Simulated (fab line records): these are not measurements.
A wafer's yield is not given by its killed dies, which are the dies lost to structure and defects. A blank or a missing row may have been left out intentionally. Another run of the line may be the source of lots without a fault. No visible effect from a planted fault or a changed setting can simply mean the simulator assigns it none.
Split-lot trial | flow n5Finfet | 39 wafers read across 7 lots, on a route 1938 steps long

## THE SPLIT
At N5_SD_EPI_P_EPI_21 (deposits SiGe:B, time 355 s), the setting timeS was moved away from the recipe's 355 s on 9 of the 39 wafers read, by +12.2% to +20.5%. This setting was run at the recipe's value on the other wafers.

## FROM THE SPLIT TO THE READING: what the file shows between them, 5 steps
- N5_SD_EPI_P_EPI_MEAS_23
- N5_SD_EPI_P_HM_STRIP_48: strips SiNx in H3PO4, material SiNx, target depth 3 nm
- N5_SD_EPI_P_SRD_49: time 30 s
- N5_SD_ACTIVATION_RTA_00: time 0 s
- N5_SD_ACTIVATION_LSA_01: time 0.0008 s

## THE READING
RS_SD_P (ohm/sq), read at N5_SD_ACTIVATION_RS_MEAS_03 with a four-point probe. On this fab line, fault-free wafers typically give 55.9 ohm/sq with a standard deviation of 0.81 ohm/sq.

wafer  | tool, chamber at the split | timeS as run, s | against the recipe | RS_SD_P, ohm/sq | against lot-mates on the recipe
L081.1 | epiRpcvd-03, 0             | 355             | recipe             | 56.5            | -
L081.2 | epiRpcvd-03, 0             | 398.3           | +12.2%             | 52.8            | -3.5
L081.3 | epiRpcvd-03, 0             | 398.3           | +12.2%             | 52.3            | -4.0
L081.4 | epiRpcvd-03, 0             | 355             | recipe             | 56.2            | -
L081.5 | epiRpcvd-03, 0             | 398.3           | +12.2%             | 52.1            | -4.2
L081.6 | epiRpcvd-03, 0             | 355             | recipe             | 56.3            | -
L083.1 | epiRpcvd-03, 0             | 355             | recipe             | 57.5            | -
L083.2 | epiRpcvd-03, 0             | 355             | recipe             | 57.3            | -
L083.3 | epiRpcvd-03, 0             | 355             | recipe             | 56.4            | -
L083.4 | epiRpcvd-03, 0             | 355             | recipe             | 57.0            | -
L083.5 | epiRpcvd-03, 0             | 355             | recipe             | 56.7            | -
L083.6 | epiRpcvd-03, 0             | 355             | recipe             | 56.9            | -
L087.1 | epiRpcvd-04, 0             | 355             | recipe             | 54.6            | -
L087.2 | epiRpcvd-04, 0             | 355             | recipe             | 54.9            | -
L087.3 | epiRpcvd-04, 0             | 355             | recipe             | 55.6            | -
L087.4 | epiRpcvd-04, 0             | 355             | recipe             | 55.3            | -
L087.5 | epiRpcvd-04, 0             | 355             | recipe             | 55.6            | -
L087.6 | epiRpcvd-04, 0             | 355             | recipe             | 55.1            | -
L089.1 | epiRpcvd-02, 0             | 355             | recipe             | 56.0            | -
L089.2 | epiRpcvd-02, 0             | 410.8           | +15.7%             | 50.5            | -5.6
L089.3 | epiRpcvd-02, 0             | 410.8           | +15.7%             | 51.1            | -5.0
L089.4 | epiRpcvd-02, 0             | 355             | recipe             | 56.0            | -
L089.5 | epiRpcvd-02, 0             | 410.8           | +15.7%             | 51.4            | -4.7
L089.6 | epiRpcvd-02, 0             | 355             | recipe             | 56.2            | -
L092.1 | epiRpcvd-02, 0             | 427.8           | +20.5%             | 49.7            | -6.2
L092.2 | epiRpcvd-02, 0             | 355             | recipe             | 55.7            | -
L092.3 | epiRpcvd-02, 0             | 355             | recipe             | 55.9            | -
L092.4 | epiRpcvd-02, 0             | 427.8           | +20.5%             | 49.4            | -6.5
L092.5 | epiRpcvd-02, 0             | 355             | recipe             | 56.1            | -
L092.6 | epiRpcvd-02, 0             | 427.8           | +20.5%             | 48.7            | -7.2
L094.2 | epiRpcvd-04, 0             | 355             | recipe             | 56.5            | -
L094.3 | epiRpcvd-04, 0             | 355             | recipe             | 56.8            | -
L094.4 | epiRpcvd-04, 0             | 355             | recipe             | 55.7            | -
L097.1 | epiRpcvd-02, 0             | 355             | recipe             | 54.9            | -
L097.2 | epiRpcvd-02, 0             | 355             | recipe             | 56.2            | -
L097.3 | epiRpcvd-02, 0             | 355             | recipe             | 56.3            | -
L097.4 | epiRpcvd-02, 0             | 355             | recipe             | 54.9            | -
L097.5 | epiRpcvd-02, 0             | 355             | recipe             | 54.9            | -
L097.6 | epiRpcvd-02, 0             | 355             | recipe             | 55.6            | -

FIT RESULTS
A straight line over all 39 wafers: RS_SD_P changes by -0.319 ohm/sq for each +1% of timeS; r = -0.96; the points scatter about the line by 0.7 ohm/sq.
The same after taking each lot's own level away (the mean of its wafers on the recipe; 39 wafers): -0.323 ohm/sq for each +1%; r = -0.99; scatter 0.4 ohm/sq.
On that fit, the largest move of timeS shifts the reading by 6.6 ohm/sq.
The span of the lots' own levels, 55.18 to 56.97 ohm/sq, comes to 2.2 times the standard deviation stated above.
The two slopes agree, so the slope changes little with the lot-to-lot level.
Check: with one of the wafers moved furthest among these (+20.5%) left out of the fit, the line predicts -6.71 ohm/sq for it against its lot-mates. Against them it came out at -6.2 ohm/sq.

## OTHER SPLITS ON THESE WAFERS
Note: prior to the reading, these wafers also went through further splits. Each is held against what the fit with the lots' levels taken away leaves over:
other split on the same wafers      | wafers away from the commonest value | r with RS_SD_P (lot level and that fit taken away)
N5_FIN_CUT_CUT_ETCH_15 targetDepthA | 15                                   | -0.05
N5_DUMMY_GATE_ETCH_37 sourceW       | 15                                   | +0.07
N5_DUMMY_GATE_ETCH_31 targetDepthA  | 18                                   | -0.08
N5_DUMMY_GATE_ETCH_42 biasW         | 12                                   | +0.00
N5_SD_EPI_N_ETCH_35 sourceW         | 12                                   | -0.10

## THE WHOLE CHAIN: every reading that the file lists as answering this split, in the file's order
step                        | what it does                 | reading                                                                          | change (the file's fit)               | r (the file's)
N5_SD_EPI_P_EPI_21          | deposits SiGe:B, time 355 s  | SiGe-B_of_SD_EPI_P_EPI_21.thkNm (the simulator's own value, which no gauge read) | +0.394 nm for each +1% of the setting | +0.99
N5_SD_EPI_P_EPI_MEAS_23     |                              | thkNm                                                                            | withheld for each +1% of the setting  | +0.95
N5_SD_ACTIVATION_RS_MEAS_03 | measures by four-point-probe | RS_SD_P                                                                          | -0.322 for each +1% of the setting    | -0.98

## FILE'S OWN FIT
RS_SD_P changes by -0.322 ohm/sq for each +1% of timeS, r = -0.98.
